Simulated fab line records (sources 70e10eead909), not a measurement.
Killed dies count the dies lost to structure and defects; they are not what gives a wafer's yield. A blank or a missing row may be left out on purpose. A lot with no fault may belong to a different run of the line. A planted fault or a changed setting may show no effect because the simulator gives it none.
fab line records | flow nandHarc
record lots=11 wafers=33 lastDay=25
route steps=1159 shown A_CONTACT@941 A_BLC@975 END@1159
lots with no fault: from the same line, run without faults
startH: the number of hours between the record's first day and the start of the first shown wafer of the lot | waitH: hours elapsed since this lot's preceding step | " same as the row above | L1.1+2: a row that stands for several wafers | - value missing, or start not given | * or withheld: withheld | < > ~ a bound
route shown NAME@n: names a module that has steps shown in the file, with the first one's number in the route | usual: the fault-free wafers' mean and standard deviation | same: alike in all rows | chamber/n: place in a boat | sites: readings site by site | _std_site: their standard deviation | _edge_site: the outer-site mean with the inner-site mean subtracted | radiusMm: for every site, how far away it sits from the centre of the wafer | mask NAME#n: copy n | behind: the most recent tool/chamber to have shaped the wafer | hold: what put the lot on hold/how long, in hours/how the hold closed | device: whichever transistor did not switch (one of n, p or np) | end of line: the same wafers' tests at the end of the route | a step without rows: its recipe alone | killed: dies lost to structure and defects at the first sort, not the wafer's yield | map: a wafer's dies, x killed, . not, _ none there
set.NAME: the setting the step ran with; set.NAME@STEP: the setting that earlier step ran with | model.NAME: the simulator's own value behind a step, which no gauge read
route steps across a sampled set of lots; one table per step, one row per wafer
services: when a tool's chamber went out of use (startH, in hours from the record's first day, below 0 if earlier), for how many hours, and the reason
## steps
# step NHARC_A_CONTACT_ETCH_30
# recipe targetDepthA=605 timeS=30.2 cf4FlowSccm=100 chf3FlowSccm=30 arFlowSccm=0 rfW=500 biasW=200 chemistry=CF4/CHF3
# usual drypumpMotorCurrentA=5.7/0.34 oesProductAu=0.933/0.022 rfFwdPowerW=491.4/2.8 rfVppV=370.6/2.2 showerheadPlenumPTorr=1.57/0.065 throttleValvePct=16.804/0.0086
# columns lot.wafer tool chamber startH waitH drypumpMotorCurrentA oesProductAu rfFwdPowerW rfHoursCounterH rfVppV showerheadPlenumPTorr throttleValvePct
L605.2 rieDiel-13 0 - - 5.3 0.947 493.9 36 373.7 1.69 16.811
L605.4 " 1 " " 5.6 0.918 494.9 39 370.6 1.52 16.795
L605.5 " 0 " " 5.3 0.954 493.1 - 374.9 1.69 16.802
L604.2 rieDiel-10 2 - - 5.6 0.941 493.0 9 369.2 1.52 16.796
L604.4 " 0 " " 6.3 0.933 494.1 10 372.9 1.65 16.793
L604.5 " 2 " " 5.6 0.934 494.5 - 368.6 1.52 16.786
L606.2 rieDiel-12 2 - - 5.7 0.948 489.2 2 370.0 1.53 16.810
L606.1 " 3 " " 6.0 0.910 491.3 2 373.0 1.60 16.806
L606.5 " 2 " " 5.7 0.940 488.8 - 370.0 1.53 16.808
L610.4 rieDiel-12 0 - - 5.3 0.928 494.4 5 371.6 1.62 16.799
L610.3 " 1 " " 5.5 0.923 488.4 4 368.1 1.49 16.815
L610.5 " 2 " " 5.7 0.943 486.8 - 368.8 1.53 16.809
L613.2 rieDiel-13 1 426.75 0.6 5.6 0.925 491.6 57 369.7 1.52 16.804
L613.3 " 2 " " 5.5 0.923 492.5 51 372.3 1.63 16.786
L613.1 " 0 " " 5.2 0.958 493.0 51 375.6 1.69 16.806
L615.2 rieDiel-12 2 - - 5.7 0.934 489.6 9 368.3 1.53 16.812
L615.1 " 3 " " 6.0 0.898 491.3 10 372.0 1.60 16.802
L615.6 " 0 " " 5.3 0.924 491.3 - 373.1 1.62 16.800
L614.1 rieDiel-10 3 - - 6.0 0.937 486.8 27 372.5 1.60 16.795
L614.3 " 0 " " 6.2 0.926 496.6 32 373.0 1.65 16.794
L614.2 " 1 " " 6.3 0.927 493.2 32 374.7 1.69 16.802
L623.3 rieDiel-12 0 - - 5.3 0.961 490.1 20 373.5 1.62 16.789
L623.5 " 0 " " 5.3 0.966 492.3 - 373.1 1.62 16.810
L623.6 " 1 " " 5.5 0.950 488.7 - 367.2 1.49 16.803
L626.1 rieDiel-12 1 - - 5.5 0.948 490.6 24 368.5 1.49 16.808
L626.4 " 2 " " 5.8 0.999 487.8 23 370.0 1.53 16.794
L626.3 " 0 " " 5.3 0.943 491.9 24 371.7 1.61 16.804
L624.2 rieDiel-10 0 - - 6.3 0.924 496.0 59 373.1 1.64 16.802
L624.3 " 1 " " 6.3 0.922 494.3 61 371.9 1.68 16.803
L624.4 " 2 " " 5.6 0.920 493.0 60 367.7 1.51 16.799
L627.4 rieDiel-12 0 - - 5.3 0.958 491.5 26 372.4 1.61 16.797
L627.3 " 1 " " 5.4 0.946 486.6 25 368.5 1.49 16.816
L627.6 " 3 " " 5.9 0.960 493.0 - 372.5 1.60 16.810
# step NHARC_A_CONTACT_ETCH_98
# recipe targetDepthA=200 overEtchFrac=0.5 timeS=10 ionEnergyEv=250 c4f6FlowSccm=25 o2FlowSccm=20 arFlowSccm=500 rfW=600 biasW=500 chemistry=C4F6/O2
# usual drypumpMotorCurrentA=5.7/0.35 o2FlowSccm=20.01/0.058 oesProductAu=0.960/0.024 rfFwdPowerW=586.1/2.2 rfVppV=547/3.5 showerheadPlenumPTorr=3.92/0.16 throttleValvePct=26.904/0.0094
# columns lot.wafer tool chamber startH waitH drypumpMotorCurrentA o2FlowSccm oesProductAu rfFwdPowerW rfHoursCounterH rfVppV showerheadPlenumPTorr throttleValvePct
L605.4 rieDiel-13 0 - - 5.3 19.96 0.978 585.9 37 552 4.20 26.881
L605.2 " 1 " " 5.6 19.95 0.961 585.4 40 546 3.80 26.913
L605.5 " 3 " " 4.9 20.02 0.996 589.4 - 541 3.69 26.905
L604.2 rieDiel-13 3 - - 5.0 20.08 1.021 585.0 38 544 3.69 26.893
L604.4 " 1 " " 5.6 19.93 0.999 585.9 42 544 3.80 26.903
L604.5 " 0 " " 5.3 20.02 1.016 584.2 - 554 4.20 26.910
L606.1 rieDiel-10 0 - - 6.3 20.04 0.974 589.7 16 552 4.11 26.892
L606.2 " 1 " " 6.3 20.08 0.977 585.7 15 553 4.22 26.893
L606.5 " 3 " " 6.0 19.97 1.006 584.2 - 548 4.00 26.913
L610.3 rieDiel-12 0 - - 5.3 19.94 0.965 586.3 5 550 4.03 26.904
L610.4 " 1 " " 5.5 20.00 0.966 585.4 4 542 3.74 26.902
L610.5 " 3 " " 5.9 19.97 0.937 583.4 - 550 3.99 26.895
L613.1 rieDiel-10 1 - - 6.3 19.94 1.008 586.6 26 553 4.21 26.900
L613.3 " 3 " " 6.0 19.92 1.019 585.8 22 547 3.99 26.901
L613.2 " 0 " " 6.3 19.91 1.003 589.5 28 551 4.11 26.884
L615.1 rieDiel-12 3 - - 6.0 19.95 0.936 587.5 10 548 3.99 26.893
L615.2 " 1 " " 5.5 20.07 0.947 585.3 10 544 3.73 26.914
L615.6 " 0 " " 5.3 19.98 0.954 586.7 - 548 4.03 26.911
L614.2 rieDiel-12 2 - - 5.7 20.10 0.960 583.1 10 544 3.82 26.900
L614.3 " 3 " " 6.0 19.95 0.935 584.3 10 549 3.99 26.902
L614.1 " 1 " " 5.5 20.15 0.925 584.3 10 543 3.73 26.910
L623.3 rieDiel-10 1 - - 6.3 20.07 0.955 587.2 53 553 4.19 26.901
L623.5 " 2 " " 5.6 19.92 0.933 587.9 - 543 3.77 26.899
L623.6 " 3 " " 6.0 20.03 0.958 584.8 - 548 3.97 26.912
L626.4 rieDiel-12 1 - - 5.5 20.15 0.962 585.7 24 544 3.72 26.897
L626.3 " 2 " " 5.8 19.97 0.973 581.8 23 546 3.81 26.901
L626.1 " 3 " " 5.9 19.95 0.929 584.3 24 547 3.98 26.921
L624.2 rieDiel-12 1 - - 5.5 20.00 0.958 582.7 24 542 3.72 26.908
L624.4 " 2 " " 5.8 20.00 0.978 586.1 23 546 3.81 26.895
L624.3 " 0 " " 5.3 20.07 0.957 586.8 24 548 4.02 26.913
L627.4 rieDiel-12 0 - - 5.3 20.06 0.959 589.9 27 549 4.02 26.880
L627.3 " 1 " " 5.5 20.03 0.950 585.4 26 544 3.72 26.909
L627.6 " 0 " " 5.3 20.03 0.959 585.3 - 548 4.02 26.913
# step NHARC_A_CONTACT_CMP_20
# recipe tOverpolishS=30 targetThkNm=300
# usual edgeZonePressureFrac=1.000/0.0045 motorCurrentA=11.2/0.86 overpolishRunS=30.001/0.0089 timeToEndpointS=59/4.4
# columns lot.wafer tool chamber startH waitH edgeZonePressureFrac motorCurrentA overpolishRunS timeToEndpointS
L605.2 cmp-02 0 385.59 0.8 0.993 10.4 30.018 56
L605.4 " 1 " " 0.990 11.1 30.002 54
L605.5 " 2 " " 1.002 10.1 29.996 57
L604.2 cmp-02 0 394.81 0.8 0.999 10.5 30.017 53
L604.4 " 1 " " 0.995 11.5 29.995 54
L604.5 " 0 " " 0.992 10.9 29.993 52
L606.2 cmp-04 2 407.83 0.8 0.996 9.4 30.000 65
L606.1 " 3 " " 1.009 10.9 30.002 56
L606.5 " 0 " " 1.008 12.5 29.983 56
L610.4 cmp-03 0 420.27 0.5 0.998 13.0 30.005 59
L610.3 " 1 " " 0.997 11.7 30.004 63
L610.5 " 1 " " 0.999 11.2 29.997 65
L613.2 cmp-03 1 432.65 0.8 1.000 11.3 30.010 66
L613.3 " 3 " " 1.004 9.6 30.007 53
L613.1 " 0 " " 1.001 12.4 30.003 58
L615.2 cmp-03 2 447.08 0.7 1.009 11.0 30.016 58
L615.1 " 3 " " 1.004 10.6 29.986 54
L615.6 " 1 " " 1.000 11.4 30.000 67
L614.1 cmp-02 1 448.66 0.7 1.003 11.5 29.996 60
L614.3 " 2 " " 1.007 10.2 30.002 63
L614.2 " 3 " " 0.998 11.0 29.992 64
L623.3 cmp-03 1 499.90 0.4 - - - -
L623.5 " 0 " " - - - -
L623.6 " 1 " " - - - -
L626.4 cmp-04 3 522.84 0.6 - - - -
L626.3 " 0 " " - - - -
L626.1 " 1 " " - - - -
L624.2 cmp-04 3 527.11 0.6 - - - -
L624.3 " 0 " " - - - -
L624.4 " 1 " " - - - -
L627.3 cmp-03 3 534.92 0.4 0.999 10.3 30.006 57
L627.4 " 1 " " 1.002 11.4 29.996 69
L627.6 " 0 " " 0.996 12.5 29.987 62
# step NHARC_A_CONTACT_INSPECT_23
# usual rawDefectCount=436/110
# columns lot.wafer tool chamber startH waitH rawDefectCount
L605.2 defectInspect-02 - 385.95 0.1 425
L605.4 " - " " 349
L605.5 " - " " 446
L604.2 defectInspect-01 - 395.21 0.1 471
L604.4 " - " " 434
L604.5 " - " " 660
L606.1 defectInspect-02 - 408.18 0.1 385
L606.2 " - " " 476
L606.5 " - " " 400
L610.3 defectInspect-01 - 420.68 0.1 344
L610.4 " - " " 396
L610.5 " - " " 350
L613.1 defectInspect-01 - 433.06 0.1 525
L613.2 " - " " 279
L613.3 " - " " 511
L615.1 defectInspect-02 - 447.44 0.1 438
L615.2 " - " " 622
L615.6 " - " " 541
L614.1 defectInspect-02 - 449.04 0.1 367
L614.2 " - " " 350
L614.3 " - " " 429
L623.3 defectInspect-02 - 500.31 0.1 2546
L623.5 " - " " 2475
L623.6 " - " " 2540
L626.1 defectInspect-01 - 523.21 0.1 2669
L626.3 " - " " 2627
L626.4 " - " " 2550
L624.2 defectInspect-02 - 527.51 0.1 2742
L624.3 " - " " 2688
L624.4 " - " " 2625
L627.3 defectInspect-02 - 535.32 0.1 317
L627.4 " - " " 449
L627.6 " - " " 501
# step NHARC_A_BLC_OVL_MEAS_11
# usual overlayXNm=0.0/0.73 overlayYNm=0.1/0.78
# columns lot.wafer tool chamber startH waitH overlayXNm overlayYNm
L605.2 overlay-01 - 386.57 - 1.2 -1.5
L605.4 " - " " 0.9 -1.2
L605.5 " - " " 1.4 -1.1
L604.2 overlay-02 - 395.81 - -0.2 0.5
L604.4 " - " " 0.0 0.9
L604.5 " - " " -0.2 0.3
L606.1 overlay-01 - 408.77 - -1.1 -0.2
L606.2 " - " " -1.3 -0.3
L606.5 " - " " -1.2 -0.3
L610.3 overlay-01 - 421.15 - 0.1 0.6
L610.4 " - " " 0.5 1.2
L610.5 " - " " 0.6 0.8
L613.1 overlay-02 - 433.65 - 1.4 0.9
L613.2 " - " " 1.6 1.7
L613.3 " - " " 1.2 1.5
L615.1 overlay-01 - 447.91 - 0.9 -1.5
L615.2 " - " " 0.7 -1.0
L615.6 " - " " 1.1 -0.7
L614.1 overlay-01 - 449.51 - -0.7 -0.9
L614.2 " - " " 0.2 -0.3
L614.3 " - " " -0.4 -0.5
L627.3 overlay-02 - 535.79 - -1.2 0.2
L627.4 " - " " -1.4 -0.5
L627.6 " - " " -0.9 0.1
# step NHARC_END_SORT_01
# recipe tempC=25
# usual killedAtArray=27/10 killedAtOther=0.6/0.83 killedAtPeriphery=2.4/1.8 killedDies=30/10 killedOpen=3.3/1.7 killedShort=1.8/1.4
# same grossDies=677
# columns lot.wafer tool chamber startH waitH killedAtArray killedAtOther killedAtPeriphery killedDies killedOpen killedShort
L623.3 prober-01 0 553.29 3.1 673 0 4 677 4 3
L623.5 prober-01 0 554.88 3.7 674 1 2 677 4 1
L623.6 prober-01 0 555.68 4.0 674 0 3 677 4 2
L626.1 prober-02 0 570.79 2.5 669 1 7 677 7 2
L626.3 prober-02 0 572.36 3.1 671 0 6 677 1 5
L626.4 prober-02 0 573.15 3.4 670 0 7 677 2 0
L624.2 prober-01 0 571.61 2.8 671 4 2 677 8 2
L624.3 prober-01 0 572.40 3.1 672 2 3 677 4 1
L624.4 prober-01 0 573.19 3.4 674 0 3 677 6 1
# killed by level:class
L623.3 A_CONTACT:areaCmp=619 A_CHANNEL_HOLE_D1:chamberFilmFlake=28 A_SLIT:chamberFilmFlake=17 P_GATE:chamberFilmFlake=3 A_STAIRCASE:chamberFilmFlake=3 P_M1:geometricParticle:short=1 A_SOURCE_PLATE:geometricParticle:short=1 A_CHANNEL_FILL_D1:geometricParticle:open=1
L623.5 A_CONTACT:areaCmp=634 A_CHANNEL_HOLE_D1:chamberFilmFlake=18 A_SLIT:chamberFilmFlake=16 P_GATE:geometricParticle:open=1 A_CHANNEL_HOLE_D1:geometricParticle:short=1 A_CHANNEL_HOLE_D1:geometricParticle:open=1 A_CONTACT:geometricParticle:open=1 STARTING-WAFER:geometricParticle:open=1
L623.6 A_CONTACT:areaCmp=626 A_CHANNEL_HOLE_D1:chamberFilmFlake=23 A_SLIT:chamberFilmFlake=13 A_STAIRCASE:chamberFilmFlake=6 P_GATE:chamberFilmFlake=2 P_GATE:geometricParticle:open=1 A_CHANNEL_FILL_D1:geometricParticle:short=1 A_CHANNEL_FILL_D1:geometricParticle:open=1
L626.1 A_CONTACT:areaCmp=623 A_SLIT:chamberFilmFlake=17 A_CONTACT:chamberFilmFlake=8 A_CHANNEL_HOLE_D1:chamberFilmFlake=5 A_SGD_CUT:chamberFilmFlake=5 P_M2:chamberFilmFlake=3 A_STAIRCASE:chamberFilmFlake=3 A_ONON_D1:geometricParticle:open=2
L624.2 A_CONTACT:areaCmp=654 A_CHANNEL_HOLE_D1:chamberFilmFlake=4 THIN_TSV:chamberFilmFlake=4 A_CONTACT:geometricParticle:open=2 A_STAIRCASE:chamberFilmFlake=2 P_GATE:geometricParticle:open=1 A_SOURCE_PLATE:geometricParticle:open=1 A_CHANNEL_HOLE_D1:geometricParticle:open=1
L626.3 A_CONTACT:areaCmp=625 A_SLIT:chamberFilmFlake=20 A_CHANNEL_HOLE_D1:chamberFilmFlake=5 A_SGD_CUT:chamberFilmFlake=5 A_CONTACT:chamberFilmFlake=5 P_M2:chamberFilmFlake=3 A_CHANNEL_FILL_D1:geometricParticle:short=2 P_ZERO_WELL:chamberFilmFlake=2
L624.3 A_CONTACT:areaCmp=652 A_CHANNEL_HOLE_D1:chamberFilmFlake=9 A_CONTACT:chamberFilmFlake=6 P_GATE:chamberFilmFlake=2 P_CONTACT:geometricParticle:open=1 A_CHANNEL_FILL_D1:geometricParticle:short=1 A_CONTACT:geometricParticle:open=1 A_M0:geometricParticle:open=1
L626.4 A_CONTACT:areaCmp=638 A_SLIT:chamberFilmFlake=14 A_CHANNEL_HOLE_D1:chamberFilmFlake=7 A_CONTACT:chamberFilmFlake=7 P_M2:chamberFilmFlake=3 P_GATE:chamberFilmFlake=2 A_SGD_CUT:chamberFilmFlake=2 P_BONDPAD:geometricParticle:open=1
L624.4 A_CONTACT:areaCmp=655 A_CHANNEL_HOLE_D1:chamberFilmFlake=9 A_STAIRCASE:chamberFilmFlake=3 A_CONTACT:geometricParticle:open=2 A_CONTACT:chamberFilmFlake=2 P_GATE:geometricParticle:open=1 P_CONTACT:geometricParticle:open=1 A_ONON_D1:geometricParticle:open=1
## services
# columns tool chamber startH hours kind
cmp-03 - 359.15 3.9 repair
rieDiel-10 3 373.61 6.9 repair
cmp-03 - 373.84 0.7 repair
rieDiel-12 - 379.40 9.0 pm
cmp-04 - 399.21 4.0 pm
cmp-02 - 399.33 1.5 repair
cmp-03 - 401.42 2.5 repair
rieDiel-13 2 413.52 13.1 repair
rieDiel-13 3 421.53 9.9 repair
cmp-02 - 422.66 4.0 pm
cmp-02 - 430.78 2.2 repair
cmp-03 - 434.32 1.0 repair
cmp-03 - 447.89 0.8 repair
cmp-03 - 450.00 4.0 pm
rieDiel-13 - 453.15 9.0 pm
cmp-03 - 454.53 1.3 repair
rieDiel-10 - 483.08 4.7 repair
cmp-04 - 491.35 2.7 repair
rieDiel-13 2 494.71 3.3 repair
rieDiel-13 1 499.40 5.5 repair
rieDiel-12 2 512.50 2.9 repair
rieDiel-13 - 519.22 0.5 repair
cmp-03 - 530.18 1.3 repair
rieDiel-10 - 530.50 9.0 pm
## key
firstSign step=NHARC_A_CONTACT_CMP_20 reading=toolRecord direction=missing
effect step=NHARC_A_CONTACT_INSPECT_23 reading=rawDefectCount direction=up sigmas=19 usual=436 struck=2607
effect step=NHARC_END_SORT_01 reading=killedDies direction=up sigmas=63 usual=30 struck=677
moreKillsBornAt NHARC_A_CONTACT_CMP_20@cmp-04=3847 NHARC_A_CONTACT_CMP_20@cmp-03=1879
metAt NHARC_A_CONTACT_CMP_20
struckLots L623,L624,L626
laterRowsLeftOut L623.3,L623.5,L623.6,L624.2,L624.3,L624.4,L626.1,L626.3,L626.4
testerLeftOut L623,L624,L626
notActingAt NHARC_A_CONTACT_ETCH_30,NHARC_A_CONTACT_ETCH_98,NHARC_A_BLC_OVL_MEAS_11
onsetBetween 447.08 499.90
fault kind=skippedStepWhole tool=cmp-03,cmp-04 chamber=- onsetH=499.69 steps=NHARC_A_CONTACT_CMP_20 scope=struckLotsOnly
# testerLeftOut: of these lots the tester's yield and bins aren't shown, on N5 and GAA mostly nor the transistor test; their killed dies are dies lost to structure and defects alone, not to doping, threshold or leakage, so they don't give the yield
# laterRowsLeftOut: the simulator's readings of these wafers behind a module that went badly wrong aren't trusted and aren't shown, but for the sort
